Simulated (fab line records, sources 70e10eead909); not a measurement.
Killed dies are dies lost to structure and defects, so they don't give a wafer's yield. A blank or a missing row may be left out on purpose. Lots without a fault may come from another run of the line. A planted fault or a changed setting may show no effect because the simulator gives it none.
Chamber matching | flow nand_harc | NHARC_A_STAIRCASE_ETCH_294 on rie_diel-08: 4 sister chambers
The step etches the open film in C4F8/O2/Ar, target depth 4992 nm, time 1212.4 s. 8 wafers are shown with their chamber, then 8 later ones without.

WAFERS WITH THEIR CHAMBER
wafer  | chamber | rf_vpp_V (V) | oes_product_au (a.u.)
L146.1 | 3       | 1814         | 0.971
L146.5 | 1       | 1819         | 0.924
L148.1 | 0       | 1827         | 0.953
L148.2 | 1       | 1818         | 0.931
L149.2 | 0       | 1826         | 0.946
L149.3 | 3       | 1815         | 0.956
L149.4 | 2       | 1831         | 0.944
L150.4 | 2       | 1830         | 0.949

WAFERS WITHOUT THEIR CHAMBER
wafer  | rf_vpp_V (V) | oes_product_au (a.u.)
L150.5 | 1817         | 0.922
L150.6 | 1829         | 0.956
L152.1 | 1818         | 0.951
L152.2 | 1826         | 0.964
L152.3 | 1831         | 0.950
L153.2 | 1826         | 0.932
L153.4 | 1814         | 0.955
L153.6 | 1818         | 0.931

WHICH CHAMBER EACH WENT THROUGH
wafer  | from the rows above     | in truth
L150.5 | 1                       | 1
L150.6 | can't be placed: 2 or 0 | 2
L152.1 | can't be placed: 1 or 3 | 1
L152.2 | 0                       | 0
L152.3 | 2                       | 2
L153.2 | 0                       | 0
L153.4 | 3                       | 3
L153.6 | 1                       | 1
Placed correctly: 6 of 8. Can't be placed from these rows: 2 (the true chamber is among the candidates in 2). Placed wrongly: 0.
How it was worked out, from the rows above alone: a wafer's distance from a chamber is the root of the sum, over the readings, of the square of ((its reading less the chamber's mean) divided by the reading's scatter). The wafer belongs to the nearest chamber; if the next one is less than 2 further off, it can't be placed. A chamber's mean is the mean of its shown wafers. The scatter: the root of (the sum of the squares of (reading less its chamber's mean) over the shown wafers, divided by (wafers less chambers)).
